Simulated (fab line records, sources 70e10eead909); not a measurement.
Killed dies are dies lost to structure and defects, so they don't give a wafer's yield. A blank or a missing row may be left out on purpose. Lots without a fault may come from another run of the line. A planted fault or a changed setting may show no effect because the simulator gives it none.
fab line records | flow nand_harc
record lots=12 wafers=36 last_day=32
route steps=1302 shown P_ZERO_WELL@14 P_STI@92 P_GATE@124
lots that met no fault: from a run of the same line without faults
start_h: hours from the record's first day to the start of the lot's first wafer shown | wait_h: hours since the lot's step before | " the same as in the row above | L1.1+2: a row that stands for several wafers | - no value, or no start given | * or withheld: withheld | < > ~ a bound
route shown NAME@n: a module of which the file shows steps, and the number in the route of the first | usual: mean/standard deviation of fault-free wafers | same: alike in all rows | chamber/n: place in a boat | sites: the reading at each site | _std_site: their standard deviation | _edge_site: outer sites' mean less inner sites' | radius_mm: how far each site lies from the wafer's centre | mask NAME#n: copy n | behind: the tool/chamber that last shaped the wafer | hold: why the lot was held/for how many hours/how that ended | device: the transistor (n, p or np) that didn't switch | end of line: the same wafers' tests at the end of the route | a step without rows: its recipe alone | killed: dies lost to structure and defects at the first sort, not the wafer's yield | map: a wafer's dies, x killed, . not, _ none there
set.NAME: the setting as run; set.NAME@STEP: as run at that earlier step | model.NAME: the simulator's own value behind a step, which no gauge read
steps of the route over a sample of lots; a table a step, a row a wafer
services: from which hour (start_h, from the record's first day; less than 0 if before it) a tool's chamber was out of use, for how many hours, and why
## steps
# step NHARC_P_ZERO_WELL_CD_MEAS_11
# recipe target_cd_nm=500 landing_energy_ev=500
# usual cd_nm=500.3/2.3
# columns lot.wafer tool chamber start_h wait_h cd_nm
L365.3 cd_sem-02 0 7.25 - 502.6
L365.5 " 0 " " 499.2
L365.6 " 0 " " 499.9
L370.1 cd_sem-03 0 57.23 - 498.5
L370.3 " 0 " " 496.7
L370.5 " 0 " " 503.5
L372.2 cd_sem-02 0 77.25 - 502.2
L372.3 " 0 " " 502.3
L372.4 " 0 " " 499.8
L376.2 cd_sem-02 0 117.24 - 501.5
L376.3 " 0 " " 502.8
L376.6 " 0 " " 500.6
L378.2 cd_sem-02 0 137.12 - 504.6
L378.4 " 0 " " 504.5
L378.5 " 0 " " 502.0
L380.3 cd_sem-03 0 157.25 - 503.8
L380.4 " 0 " " 502.1
L380.6 " 0 " " 502.6
L382.3 cd_sem-02 0 177.24 - 501.4
L382.5 " 0 " " 501.9
L382.6 " 0 " " 501.7
L383.2 cd_sem-01 0 187.25 - 500.0
L383.3 " 0 " " 497.1
L383.4 " 0 " " 499.7
L384.4 cd_sem-01 0 197.25 - 502.8
L384.5 " 0 " " 498.6
L384.6 " 0 " " 500.5
L385.2 cd_sem-02 0 207.24 - 499.9
L385.4 " 0 " " 502.4
L385.5 " 0 " " 499.4
L386.1 cd_sem-02 0 217.11 - 500.6
L386.2 " 0 " " 499.3
L386.4 " 0 " " 502.7
L387.1 cd_sem-02 0 227.11 - 496.9
L387.2 " 0 " " 500.0
L387.3 " 0 " " 496.4
# step NHARC_P_ZERO_WELL_PEB_35
# recipe peb_temp_c=118 peb_time_s=85
# usual heater_power_total_W=163.98/0.29 plate_temp_C=117.98/0.14
# columns lot.wafer tool chamber start_h wait_h heater_power_total_W plate_temp_C
L365.3 litho_track-05 0 10.91 0.1 164.23 117.88
L365.5 " 0 " " 164.44 117.84
L365.6 " 0 " " 164.13 117.77
L370.1 litho_track-07 0 60.15 0.1 160.00 115.97
L370.3 " 0 " " 160.48 116.05
L370.5 " 0 " " 159.93 115.85
L372.2 litho_track-07 0 80.31 0.1 160.03 115.81
L372.3 " 0 " " 160.00 115.80
L372.4 " 0 " " 160.49 115.80
L376.2 litho_track-05 0 119.98 0.1 163.78 117.83
L376.3 " 0 " " 163.82 117.74
L376.6 " 0 " " 164.10 117.86
L378.2 litho_track-07 0 140.01 0.1 164.04 118.16
L378.4 " 0 " " 163.67 118.09
L378.5 " 0 " " 163.63 118.13
L380.3 litho_track-02 0 160.27 0.1 164.41 118.20
L380.4 " 0 " " 163.63 118.26
L380.6 " 0 " " 163.78 118.05
L382.3 litho_track-02 0 180.18 0.1 164.41 117.94
L382.5 " 0 " " 164.16 118.03
L382.6 " 0 " " 164.15 118.05
L383.2 litho_track-07 0 190.94 0.1 163.79 118.20
L383.3 " 0 " " 164.35 117.95
L383.4 " 0 " " 164.22 118.30
L384.4 litho_track-07 0 199.88 0.0 163.65 118.24
L384.5 " 0 " " 163.97 117.95
L384.6 " 0 " " 163.92 117.99
L385.2 litho_track-07 0 210.14 0.1 163.83 118.18
L385.4 " 0 " " 164.51 118.17
L385.5 " 0 " " 163.97 117.92
L386.1 litho_track-07 0 219.77 0.1 164.39 118.09
L386.2 " 0 " " 163.77 117.90
L386.4 " 0 " " 163.68 118.15
L387.1 litho_track-02 0 229.86 0.1 164.43 118.05
L387.2 " 0 " " 163.56 117.93
L387.3 " 0 " " 163.98 118.05
# step NHARC_P_STI_OCD_MEAS_17
# usual trench_depth_nm=299/3.7 trench_foot_cd_nm=158.1/1.9
# columns lot.wafer tool chamber start_h wait_h trench_depth_nm trench_foot_cd_nm
L365.3 ocd-01 - 32.92 0.1 301 158.6
L365.5 " - " " 299 156.9
L365.6 " - " " 292 157.2
L370.1 ocd-02 - 79.66 0.1 298 157.3
L370.3 " - " " 302 156.5
L370.5 " - " " 295 157.3
L372.2 ocd-02 - 99.76 0.1 305 157.9
L372.3 " - " " 302 155.2
L372.4 " - " " 298 159.2
L376.2 ocd-02 - 138.97 0.1 296 160.3
L376.3 " - " " 298 160.3
L376.6 " - " " 300 159.3
L378.2 ocd-01 - 161.48 0.1 302 159.0
L378.4 " - " " 303 160.1
L378.5 " - " " 303 159.1
L380.3 ocd-02 - 182.00 0.1 300 159.4
L380.4 " - " " 302 156.4
L380.6 " - " " 301 156.7
L382.3 ocd-02 - 201.28 0.1 300 158.7
L382.5 " - " " 298 160.3
L382.6 " - " " 302 158.8
L383.2 ocd-02 - 211.11 0.1 305 158.2
L383.3 " - " " 305 155.5
L383.4 " - " " 298 161.3
L384.4 ocd-02 - 221.72 0.1 296 158.3
L384.5 " - " " 302 154.6
L384.6 " - " " 297 158.9
L385.2 ocd-01 - 233.70 0.1 295 161.7
L385.4 " - " " 300 161.2
L385.5 " - " " 297 160.5
L386.1 ocd-02 - 242.35 0.1 297 158.9
L386.2 " - " " 300 160.5
L386.4 " - " " 299 158.5
L387.1 ocd-01 - 248.69 0.1 296 157.6
L387.2 " - " " 296 158.7
L387.3 " - " " 297 160.2
# step NHARC_P_GATE_DESCUM_13
# recipe time_s=3 o2_flow_sccm=200 ar_flow_sccm=0 bias_power_w=0 chemistry=O2
# usual chamber_pressure_mTorr=60.00/0.053 drypump_motor_current_A=5.8/0.48 mfc_ar_sccm=0.008/0.01 oes_product_au=0.999/0.01 rf_vpp_V=57.8/0.83 showerhead_plenum_p_Torr=1.93/0.063 throttle_valve_pct=11.311/0.0097
# columns lot.wafer tool chamber start_h wait_h chamber_pressure_mTorr drypump_motor_current_A mfc_ar_sccm oes_product_au rf_hours_counter_h rf_vpp_V showerhead_plenum_p_Torr throttle_valve_pct
L365.3 rie_diel-03 1 68.64 - 60.02 5.2 0 1.010 7.6 57.6 2.04 11.318
L365.6 " 1 " " 59.94 5.2 0 1.013 - 56.7 2.04 11.328
L365.5 " 2 " " 60.02 5.2 0.001 0.993 - 58.1 1.94 11.311
L370.1 rie_diel-03 3 119.97 - 60.01 5.5 0 1.007 2.4 57.8 1.89 11.319
L370.3 " 1 " " 60.05 5.2 0 1.006 2.9 58.3 2.04 11.316
L370.5 " 0 " " 60.08 5.3 0.013 0.990 - 56.7 2.00 11.318
L372.2 rie_diel-03 2 134.78 - 60.06 5.2 0.001 1.004 3.6 57.3 1.94 11.315
L372.3 " 3 " " 60.07 5.5 0 0.998 3.4 57.4 1.89 11.324
L372.4 " 1 " " 60.02 5.2 0 1.022 3.0 58.6 2.04 11.309
L376.3 rie_diel-10 1 176.34 - 60.02 6.4 0.011 1.006 7.7 57.7 1.99 11.321
L376.2 " 3 " " 60.03 6.2 0 0.994 5.5 58.9 1.93 11.320
L376.6 " 2 " " 60.09 5.3 0.025 1.005 - 57.3 1.83 11.329
L378.2 rie_diel-05 2 200.33 - 59.96 5.8 0 1.018 9.7 58.8 1.99 11.302
L378.4 " 3 " " 60.00 5.8 0 0.984 10.1 57.6 1.95 11.306
L378.5 " 2 " " 60.03 5.8 0 1.011 - 57.8 1.99 11.307
L380.4 rie_diel-03 0 218.48 - 59.96 5.3 0.013 0.988 6.9 57.1 2.00 11.332
L380.3 " 1 " " 60.02 5.2 0 1.004 6.5 60.3 2.04 11.320
L380.6 " 0 " " 59.97 5.3 0.013 0.982 - 57.9 2.00 11.315
L382.3 rie_diel-03 1 241.57 - 59.98 5.2 0 1.003 7.5 57.5 2.03 11.293
L382.5 " 3 " " 59.94 5.5 0 1.016 - 58.0 1.89 11.307
L382.6 " 0 " " 59.90 5.3 0.013 0.989 - 58.1 1.99 11.325
L383.2 rie_diel-10 2 254.90 - 60.00 5.3 0.025 1.005 1.5 55.9 1.82 11.315
L383.3 " 3 " " 59.94 6.2 0 0.993 1.9 58.2 1.93 11.321
L383.4 " 0 " " 60.02 6.6 0 1.008 2.1 57.0 1.88 11.296
L384.4 rie_diel-05 1 255.09 - 59.95 5.8 0.025 0.987 1.5 58.5 1.98 11.295
L384.6 " 3 " " 60.04 5.7 0 0.997 - 58.3 1.95 11.334
L384.5 " 0 " " 60.05 6.1 0.018 1.004 - 57.8 1.86 11.316
L385.4 rie_diel-10 3 268.92 - 59.93 6.2 0 0.989 2.9 56.8 1.93 11.303
L385.2 " 2 " " 59.97 5.3 0.025 1.010 2.4 58.2 1.82 11.311
L385.5 " 0 " " 59.95 6.6 0 1.011 - 56.9 1.88 11.320
L386.1 rie_diel-10 2 279.88 - 59.97 5.3 0.025 1.000 2.8 57.8 1.82 11.307
L386.4 " 3 " " 60.07 6.2 0 0.996 3.3 58.4 1.93 11.314
L386.2 " 0 " " 60.07 6.5 0 1.005 3.6 57.0 1.88 11.294
L387.1 rie_diel-10 1 286.43 - 60.08 6.4 0.011 1.000 3.3 57.5 1.99 11.297
L387.2 " 3 " " 60.01 6.2 0 0.976 3.4 58.3 1.93 11.312
L387.3 " 0 " " 59.97 6.6 0 0.992 3.7 57.7 1.88 11.294
## services
# columns tool chamber start_h hours kind
rie_diel-10 0 -4.50 1.9 repair
rie_diel-10 0 25.19 18.3 repair
litho_track-02 - 28.00 7.0 pm
rie_diel-05 - 28.60 9.0 pm
rie_diel-10 - 41.50 9.0 pm
rie_diel-03 1 43.16 16.9 repair
litho_track-07 - 52.00 7.0 pm
rie_diel-05 1 53.49 8.2 repair
rie_diel-03 - 80.30 9.0 pm
rie_diel-10 2 89.21 2.1 repair
rie_diel-03 - 89.96 1.1 repair
litho_track-05 - 100.00 7.0 pm
rie_diel-03 1 125.18 2.7 repair
rie_diel-03 0 181.70 4.5 repair
litho_track-02 - 203.00 7.0 pm
rie_diel-05 - 205.60 9.0 pm
rie_diel-10 - 218.50 9.0 pm
litho_track-07 - 227.00 7.0 pm
rie_diel-05 0 233.95 4.3 repair
rie_diel-03 - 235.25 2.3 repair
rie_diel-10 - 244.40 0.1 repair
rie_diel-03 - 257.30 9.0 pm
rie_diel-10 0 263.17 4.4 repair
rie_diel-05 0 273.77 4.3 repair
## key
first_sign step=NHARC_P_ZERO_WELL_PEB_35 reading=plate_temp_C direction=down sigmas=15 usual=* struck=*
effect step=NHARC_P_ZERO_WELL_PEB_35 reading=heater_power_total_W direction=down sigmas=13 usual=* struck=*
met_at NHARC_P_ZERO_WELL_PEB_35
struck_lots L370,L372
tester_left_out L370,L372
not_acting_at NHARC_P_ZERO_WELL_CD_MEAS_11,NHARC_P_STI_OCD_MEAS_17,NHARC_P_GATE_DESCUM_13
fault kind=process_parameter_drift tool=litho_track-07 chamber=- onset_h=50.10 steps=NHARC_P_ZERO_WELL_PEB_35 channel=peb_temp_c offset=* shape=step end_h=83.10 acts_in=* stated=*
# tester_left_out: of these lots the tester's yield and bins aren't shown, on N5 and GAA mostly nor the transistor test; their killed dies are dies lost to structure and defects alone, not to doping, threshold or leakage, so they don't give the yield
